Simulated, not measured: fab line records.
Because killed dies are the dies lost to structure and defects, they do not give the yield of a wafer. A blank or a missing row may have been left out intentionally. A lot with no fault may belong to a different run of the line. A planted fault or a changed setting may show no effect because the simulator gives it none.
Matching of chambers | flow n5Finfet | 4 sister chambers for N5_ILD0_CMP_12 on cmp-03
The step polishes SiNx, stops on poly-Si, t overpolish 6 s, target thk 17.67 nm. 14 wafers are shown with their chamber, then 7 later ones without.

WAFERS, EACH WITH ITS CHAMBER
wafer  | chamber | motorCurrentA (A) | timeToEndpointS (s) | platenRpm (rpm)
L074.1 | 1       | 10.6              | 27                  | 51.75
L074.5 | 0       | 7.9               | 22                  | 51.85
L074.6 | 1       | 10.3              | 28                  | 51.83
L077.1 | 3       | 8.4               | 32                  | 51.79
L077.3 | 1       | 9.9               | 28                  | 51.76
L077.6 | 1       | 10.8              | 28                  | 51.80
L079.1 | 0       | 8.9               | 21                  | 51.78
L079.3 | 2       | 9.2               | 26                  | 51.78
L079.4 | 1       | 10.5              | 26                  | 51.78
L081.2 | 3       | 8.3               | 25                  | 51.88
L081.3 | 2       | 9.0               | 26                  | 51.74
L081.5 | 0       | 8.6               | 19                  | 51.78
L083.3 | 0       | 8.9               | 20                  | 51.84
L083.4 | 3       | 8.5               | 29                  | 51.82

SIGNATURES, as means of the wafers listed above
reading         | chamber 0 | chamber 1 | chamber 2 | chamber 3 | scatter within a chamber
motorCurrentA   | 8.575     | 10.420    | 9.100     | 8.400     | 0.343
timeToEndpointS | 20.50     | 27.40     | 26.00     | 28.67     | 1.81
platenRpm       | 51.8125   | 51.7840   | 51.7600   | 51.8300   | 0.0366
Rule: a wafer lies at a distance from a chamber equal to the root of the sum of squares, over the readings, of (its reading less the chamber's mean, divided by the reading's scatter). The wafer belongs to the nearest chamber; if the next one is less than 2 further off, it can't be placed. How the scatter is found: for the shown wafers, subtract from each reading the mean of its chamber, square and add these, divide the total by (wafers less chambers), then take the root.

WAFERS MISSING THEIR CHAMBER
wafer  | motorCurrentA (A) | timeToEndpointS (s) | platenRpm (rpm)
L083.5 | 8.6               | 30                  | 51.86
L085.1 | 9.2               | 26                  | 51.72
L085.4 | 8.6               | 31                  | 51.78
L085.6 | 8.7               | 23                  | 51.81
L095.1 | 8.5               | 28                  | 51.76
L095.2 | 8.7               | 22                  | 51.83
L095.4 | 10.3              | 27                  | 51.79

EACH ONE'S CHAMBER
wafer  | from the rows above          | in truth
L083.5 | 3                            | 3
L085.1 | 2                            | 2
L085.4 | can't be placed: 3 or 2      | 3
L085.6 | can't be placed: 0 or 2 or 3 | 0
L095.1 | can't be placed: 3 or 2      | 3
L095.2 | 0                            | 0
L095.4 | 1                            | 1
Placed correctly: 4 of 7. These rows do not allow placing 3 (true chamber among the candidates in 3). 0 placed wrongly.
